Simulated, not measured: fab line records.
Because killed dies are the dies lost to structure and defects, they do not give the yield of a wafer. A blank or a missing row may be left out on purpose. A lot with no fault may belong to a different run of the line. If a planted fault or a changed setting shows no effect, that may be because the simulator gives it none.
Which tool did it? + flow nand-harc + 12 lots, 36 wafers sampled, at 5 steps of a route of 1159

## WHAT THE GAUGES READ, wafer by wafer
NHARC_END_SORT_01. Usual: killed-at-array 29, standard deviation 11; killed-at-other 0.6, standard deviation 0.92; killed-at-periphery 3.2, standard deviation 2; killed-dies 33, standard deviation 11; killed-open 3.2, standard deviation 2; killed-short 1.9, standard deviation 1.5.
| lot  | measured     | on        | killed-at-array | killed-at-other | killed-at-periphery | killed-dies | killed-open | killed-short | flag |
|------|--------------|-----------|-----------------|-----------------|---------------------|-------------|-------------|--------------|------|
| L555 | day 21 13:43 | prober-02 | 674 674 672     | 0 1 0           | 3 1 4               | 677 676 676 | 2 4 0       | 4 3 3        | OFF  |
| L557 | day 21 20:42 | prober-01 | 28 27 36        | 2 0 0           | 3 6 6               | 33 33 42    | 3 5 5       | 0 3 1        |      |
| L556 | day 22 16:13 | prober-01 | 668 672 673     | 0 0 0           | 7 4 4               | 675 676 677 | 8 7 6       | 2 2 1        | OFF  |
| L566 | day 24 10:43 | prober-01 | 34 29 28        | 2 2 2           | 3 2 2               | 39 33 32    | 2 1 3       | 2 8 1        |      |
| L564 | day 24 18:34 | prober-02 | 57 43 52        | 1 2 2           | 2 2 1               | 60 47 55    | 3 2 5       | 2 0 1        |      |
| L569 | day 25 03:11 | prober-02 | 32 51 47        | 0 0 0           | 5 6 6               | 37 57 53    | 0 3 2       | 1 5 1        |      |
| L567 | day 24 20:20 | prober-01 | 18 29 28        | 0 0 0           | 1 3 4               | 19 32 32    | 3 2 6       | 0 2 2        |      |

## EACH LOT AND THE TOOL THAT RAN IT (in order: tool; ch and the chambers of the sampled wafers; start)
| lot  | NHARC_A_STAIRCASE_ETCH_221                    | NHARC_A_STAIRCASE_TRIM_224                    | NHARC_A_STAIRCASE_ETCH_227                    | NHARC_A_STAIRCASE_ETCH_236         |
|------|-----------------------------------------------|-----------------------------------------------|-----------------------------------------------|------------------------------------|
| L546 | rie-diel-04 ch 0,1,3, day 11 07:43 or earlier | rie-diel-04 ch 1,3, day 11 07:43 or earlier   | rie-diel-04 ch 0,1,3, day 11 07:43 or earlier | rie-diel-04 ch 0,1, day 11 07:43   |
| L548 | rie-diel-04 ch 1,2,3, day 11 16:23 or earlier | rie-diel-04 ch 0,2,3, day 11 16:23 or earlier | rie-diel-04 ch 1,2,3, day 11 16:23 or earlier | rie-diel-04 ch 2,3, day 11 16:23   |
| L550 | rie-diel-11 ch 0,2,3, day 12 03:49 or earlier | rie-diel-11 ch 0,1,3, day 12 03:49 or earlier | rie-diel-11 ch 0,2,3, day 12 03:49 or earlier | rie-diel-12 ch 1,2, day 12 03:49   |
| L549 | rie-diel-04 ch 1,2,3, day 12 05:46 or earlier | rie-diel-04 ch 0,1, day 12 05:46 or earlier   | rie-diel-04 ch 1,2, day 12 05:46 or earlier   | rie-diel-04 ch 0,2,3, day 12 05:46 |
| L555 | rie-diel-04 ch 0,2,3, day 13 17:13 or earlier | rie-diel-04 ch 0,3, day 13 17:13 or earlier   | rie-diel-04 ch 0,2, day 13 17:13 or earlier   | rie-diel-04 ch 0,2,3, day 13 17:13 |
| L557 | rie-diel-04 ch 1,2,3, day 14 04:37 or earlier | rie-diel-04 ch 1,2, day 14 04:37 or earlier   | rie-diel-04 ch 0,1,2, day 14 04:37 or earlier | rie-diel-12 ch 0,2,3, day 14 04:37 |
| L556 | rie-diel-04 ch 0,2,3, day 14 23:01 or earlier | rie-diel-04 ch 0,2,3, day 14 23:01 or earlier | rie-diel-04 ch 0,1,3, day 14 23:01 or earlier | rie-diel-04 ch 1,2,3, day 14 23:01 |
| L565 | rie-diel-11 ch 0,1,3, day 15 20:05 or earlier | rie-diel-11 ch 0,1,3, day 15 20:05 or earlier | rie-diel-11 ch 0,3, day 15 20:05 or earlier   | rie-diel-11 ch 0,3, day 15 20:05   |
| L566 | rie-diel-12 ch 1,3, day 15 21:47 or earlier   | rie-diel-12 ch 1,3, day 15 21:47 or earlier   | rie-diel-12 ch 1,2, day 15 21:47 or earlier   | rie-diel-12 ch 2,3, day 15 21:47   |
| L564 | rie-diel-11 ch 0,1,3, day 16 03:02 or earlier | rie-diel-11 ch 0,1,3, day 16 03:02 or earlier | rie-diel-11 ch 1,3, day 16 03:02 or earlier   | rie-diel-11 ch 2,3, day 16 03:02   |
| L569 | rie-diel-04 ch 0,1, day 17 01:27 or earlier   | rie-diel-04 ch 0,1,2, day 17 01:27 or earlier | rie-diel-04 ch 0,2, day 17 01:27 or earlier   | rie-diel-11 ch 1,2, day 17 01:27   |
| L567 | rie-diel-11 ch 1,2,3, day 17 05:50 or earlier | rie-diel-11 ch 1,2,3, day 17 05:50 or earlier | rie-diel-11 ch 1,2,3, day 17 05:50 or earlier | rie-diel-12 ch 0,1,2, day 17 05:50 |
- NHARC_A_STAIRCASE_ETCH_221: etches the open film in C4F8/O2, target depth 100 nm, time 40.5 s.
- NHARC_A_STAIRCASE_TRIM_224: chemistry O2, time 211.2 s.
- NHARC_A_STAIRCASE_ETCH_227: etches the open film in C4F8/O2, target depth 100 nm, time 40.5 s.
- NHARC_A_STAIRCASE_ETCH_236: etches the open film in C4F8/O2, target depth 100 nm, time 40.5 s.

## WHAT THE TOOLS THEMSELVES READ (means of the sampled wafers that have a number; where no wafer has one, the mark that the record gives instead)
NHARC_A_STAIRCASE_ETCH_221. Usual: oes-product-au 0.941 a.u., standard deviation 0.013; rf-vpp-V 894 V, standard deviation 5.7.
| lot  | tool        | oes-product-au (a.u.) | rf-vpp-V (V) | flag |
|------|-------------|-----------------------|--------------|------|
| L546 | rie-diel-04 | 0.945                 | 893          |      |
| L548 | rie-diel-04 | 0.954                 | 896          |      |
| L550 | rie-diel-11 | 0.954                 | 898          |      |
| L549 | rie-diel-04 | 0.956                 | 895          |      |
| L555 | rie-diel-04 | 0.935                 | 895          |      |
| L557 | rie-diel-04 | 0.946                 | 894          |      |
| L556 | rie-diel-04 | 0.928                 | 894          |      |
| L565 | rie-diel-11 | 0.949                 | 893          |      |
| L566 | rie-diel-12 | 0.941                 | 896          |      |
| L564 | rie-diel-11 | 0.934                 | 893          |      |
| L569 | rie-diel-04 | 0.943                 | 890          |      |
| L567 | rie-diel-11 | 0.937                 | 897          |      |

NHARC_A_STAIRCASE_TRIM_224. Usual: drypump-motor-current-A 5.6 A, standard deviation 0.49; oes-product-au 1.002 a.u., standard deviation 0.0071; rf-vpp-V 57.6 V, standard deviation 0.87; showerhead-plenum-p-Torr 3.49 Torr, standard deviation 0.16; throttle-valve-pct 17.037 %, standard deviation 0.0083.
| lot  | tool        | drypump-motor-current-A (A) | oes-product-au (a.u.) | rf-vpp-V (V) | showerhead-plenum-p-Torr (Torr) | throttle-valve-pct (%) | flag |
|------|-------------|-----------------------------|-----------------------|--------------|---------------------------------|------------------------|------|
| L546 | rie-diel-04 | 5.6                         | 0.994                 | 58.0         | 3.58                            | 17.032                 |      |
| L548 | rie-diel-04 | 5.3                         | 1.009                 | 58.0         | 3.48                            | 17.039                 |      |
| L550 | rie-diel-11 | 5.8                         | 1.003                 | 57.7         | 3.47                            | 17.044                 |      |
| L549 | rie-diel-04 | 5.4                         | 1.001                 | 57.1         | 3.36                            | 17.027                 |      |
| L555 | rie-diel-04 | 5.1                         | 1.002                 | 57.8         | 3.43                            | 17.038                 |      |
| L557 | rie-diel-04 | 5.9                         | 0.996                 | 57.4         | 3.43                            | 17.034                 |      |
| L556 | rie-diel-04 | 5.3                         | 1.004                 | 58.0         | 3.47                            | 17.041                 |      |
| L565 | rie-diel-11 | 5.8                         | 1.007                 | 57.8         | 3.46                            | 17.038                 |      |
| L566 | rie-diel-12 | 5.3                         | 0.986                 | 57.3         | 3.45                            | 17.028                 |      |
| L564 | rie-diel-11 | 5.8                         | 1.008                 | 57.6         | 3.45                            | 17.040                 |      |
| L569 | rie-diel-04 | 5.6                         | 1.001                 | 56.4         | 3.38                            | 17.040                 |      |
| L567 | rie-diel-11 | 5.7                         | 1.000                 | 57.8         | 3.58                            | 17.042                 |      |

NHARC_A_STAIRCASE_ETCH_227. Usual: oes-product-au 0.942 a.u., standard deviation 0.01; rf-vpp-V 895 V, standard deviation 5.8.
| lot  | tool        | oes-product-au (a.u.) | rf-vpp-V (V) | flag |
|------|-------------|-----------------------|--------------|------|
| L546 | rie-diel-04 | 0.943                 | 894          |      |
| L548 | rie-diel-04 | 0.934                 | 895          |      |
| L550 | rie-diel-11 | 0.937                 | 897          |      |
| L549 | rie-diel-04 | 0.923                 | 892          |      |
| L555 | rie-diel-04 | 0.943                 | 890          |      |
| L557 | rie-diel-04 | 0.934                 | 891          |      |
| L556 | rie-diel-04 | 0.943                 | 894          |      |
| L565 | rie-diel-11 | 0.958                 | 898          |      |
| L566 | rie-diel-12 | 0.940                 | 892          |      |
| L564 | rie-diel-11 | 0.938                 | 899          |      |
| L569 | rie-diel-04 | 0.945                 | 889          |      |
| L567 | rie-diel-11 | 0.942                 | 897          |      |

NHARC_A_STAIRCASE_ETCH_236. Usual: oes-product-au 0.943 a.u., standard deviation 0.0098; rf-vpp-V 894 V, standard deviation 5.3.
| lot  | tool        | oes-product-au (a.u.) | rf-vpp-V (V) | flag |
|------|-------------|-----------------------|--------------|------|
| L546 | rie-diel-04 | 0.948                 | 889          |      |
| L548 | rie-diel-04 | 0.941                 | 896          |      |
| L550 | rie-diel-12 | 0.927                 | 892          |      |
| L549 | rie-diel-04 | 0.939                 | 894          |      |
| L555 | rie-diel-04 | 1.126                 | 894          | OFF  |
| L557 | rie-diel-12 | 0.939                 | 897          |      |
| L556 | rie-diel-04 | 1.122                 | 894          | OFF  |
| L565 | rie-diel-11 | 0.955                 | 897          |      |
| L566 | rie-diel-12 | 0.939                 | 899          |      |
| L564 | rie-diel-11 | 0.941                 | 902          |      |
| L569 | rie-diel-11 | 0.927                 | 897          |      |
| L567 | rie-diel-12 | 0.954                 | 893          |      |

## THE ANSWER, worked out from the rows above alone
Rule: lot off if the mean of its wafers having a number is beyond 3 standard deviations from the usual mean. A lot without any number at a reading at which 4 lots or more have one is off too. Where the step has rows for the other lots, those lots are counted as sound. Order of review: gauges by route order, followed by the tools' own readings, for which a lot's mean as printed above is used. At the first step where some lot is off, the reading lying furthest off is the one used; lots without a number count as furthest.
Off: L555, L556 (NHARC_END_SORT_01, killed-at-array). Neither off nor sound, because the step has no rows for them: L546, L548, L550, L549, L565.
If a tool, at a process step before that reading, ran all the lots that are off and no sound lot after the first of them, it fits. The gauges at NHARC_END_SORT_01 aren't tried: what is off there is off at NHARC_A_STAIRCASE_ETCH_236 too, on other tools, and a gauge's error can't cause that. NHARC_A_STAIRCASE_ETCH_221: start missing for some lots; hours and lot order therefore follow NHARC_A_STAIRCASE_ETCH_236. NHARC_A_STAIRCASE_TRIM_224: start missing for some lots; hours and lot order therefore follow NHARC_A_STAIRCASE_ETCH_236. NHARC_A_STAIRCASE_ETCH_227: start missing for some lots; hours and lot order therefore follow NHARC_A_STAIRCASE_ETCH_236. One fits: NHARC_A_STAIRCASE_ETCH_236 on rie-diel-04. It ran no sound lot before its first lot that is off in this sample, so the start can't be narrowed down.
The tool's own readings at NHARC_A_STAIRCASE_ETCH_236 bear it out: on the lots that are off they differ by more than 5 times the standard deviation of the sound lots' means. oes-product-au reads 1.124 a.u. there against 0.940 a.u. on the sound lots.

## WHAT THE SIMULATOR HAD PUT IN
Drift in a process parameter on rie-diel-04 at NHARC_A_STAIRCASE_ETCH_236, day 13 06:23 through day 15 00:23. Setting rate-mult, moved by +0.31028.
Struck lots among those shown: L555, L556. The same result came from the rule above.
